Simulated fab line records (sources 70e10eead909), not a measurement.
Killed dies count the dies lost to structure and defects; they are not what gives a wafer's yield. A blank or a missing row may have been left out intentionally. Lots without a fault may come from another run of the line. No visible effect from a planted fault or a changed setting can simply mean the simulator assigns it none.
A struck lot beside a sound one + flow nand-harc + 15 steps out of a route of 1159
Sound: the wafers L328.2, L328.4, L328.5. Struck: wafer L338.5. (L338.1 of the same lot was not struck and is left out.) The cause comes at the end.
For every step that has rows: the tool of each side, followed by ch and its chambers, followed by its first start. Under that, the readings that differ: sound wafers + struck wafers + difference of the means + sigmas: that difference in standard deviations of wafers without a fault.
alike: a reading whose means differ by less than 2 such deviations, as well as words and numbers matching on both sides. not compared: withheld readings; readings where some wafer has no value; bounds like >300 that might hide an equal value; numbers whose values overlap and for which the record gives no deviation.
Wherever a step has rows on one side only, a row that says differs or no value, or a row with sigmas, the two part there. When numbers do not overlap yet have no deviation, they are printed without sigmas and do not part them. A reading missing from all wafers of one side parts the sides only when that side holds two or more wafers.

first, 1 step without rows for these wafers: NHARC_A_ONON_D1_DEP_09 (target thk 1000 nm).
NHARC_A_ONON_D1_THK_MEAS_11: measures by ellipsometry.
  struck on film-metro-02, day 12 08:21; sound on film-metro-01, day 10 01:34
  alike: thk-nm
after that, 1 step with no rows for these wafers: NHARC_A_ONON_D1_DEP_12 (target thk 1000 nm).
NHARC_A_ONON_D1_THK_MEAS_14: measures by ellipsometry.
  struck on film-metro-01, day 12 08:56; sound on film-metro-01, day 10 02:09
  alike: thk-nm
then, 2 steps without rows for these wafers: NHARC_A_ONON_D1_ANNEAL_15 (time 3600 s); NHARC_A_ONON_D1_DEP_16 (target thk 1000 nm).
NHARC_A_ONON_D1_THK_MEAS_18: measures by ellipsometry.
  struck on film-metro-02, day 12 17:17; sound on film-metro-02, day 10 09:16
  alike: thk-nm
after that, 1 step with no rows for these wafers: NHARC_A_ONON_D1_DEP_19 (target thk 1000 nm).
NHARC_A_ONON_D1_THK_MEAS_21: measures by ellipsometry.
  struck on film-metro-01, day 12 17:56; sound on film-metro-01, day 10 09:50
  alike: thk-nm
after that, 1 step with no rows for these wafers: NHARC_A_ONON_D1_DEP_22 (target thk 1000 nm).
NHARC_A_ONON_D1_THK_MEAS_24: measures by ellipsometry.
  struck on film-metro-01, day 12 18:32; sound on film-metro-02, day 10 10:24
  alike: thk-nm
NHARC_A_ONON_D1_DEP_25: target thk 1000 nm.
  sound on pecvd-onon-02 ch 0, day 10 10:31; struck on pecvd-onon-02 ch 0, day 12 18:36
NHARC_A_ONON_D1_THK_MEAS_27: measures by ellipsometry.
  struck on film-metro-02, day 12 19:06; sound on film-metro-02, day 10 10:58
| reading     | sound          | struck | difference | sigmas |
|-------------|----------------|--------|------------|--------|
| thk-nm (nm) | 1003 1002 1001 | 1259   | +257       | +20    |
after that, 1 step with no rows for these wafers: NHARC_A_ONON_D1_DEP_28 (target thk 1000 nm).
-- record jumps: 12 days between struck wafers' starts before vs after; left off in module A_ONON_D1, resumes in module END, first step shown is number 1159 of the route --
NHARC_END_SORT_01:
  sound on prober-01 ch 0, day 22 10:45; struck on prober-02 ch 0, day 25 03:57
| reading         | sound    | struck | difference | sigmas |
|-----------------|----------|--------|------------|--------|
| killed-at-array | 20 27 20 | 670    | +648       | +59    |
| killed-at-other | 1 0 0    | 3      | +3         | +3     |
| killed-dies     | 21 29 22 | 677    | +653       | +54    |
  alike: killed-at-periphery, killed-open, killed-short

## WHERE THEY PART
First at NHARC_A_ONON_D1_THK_MEAS_27; last, within this record, at NHARC_END_SORT_01.

WHY: what had been put in by the simulator
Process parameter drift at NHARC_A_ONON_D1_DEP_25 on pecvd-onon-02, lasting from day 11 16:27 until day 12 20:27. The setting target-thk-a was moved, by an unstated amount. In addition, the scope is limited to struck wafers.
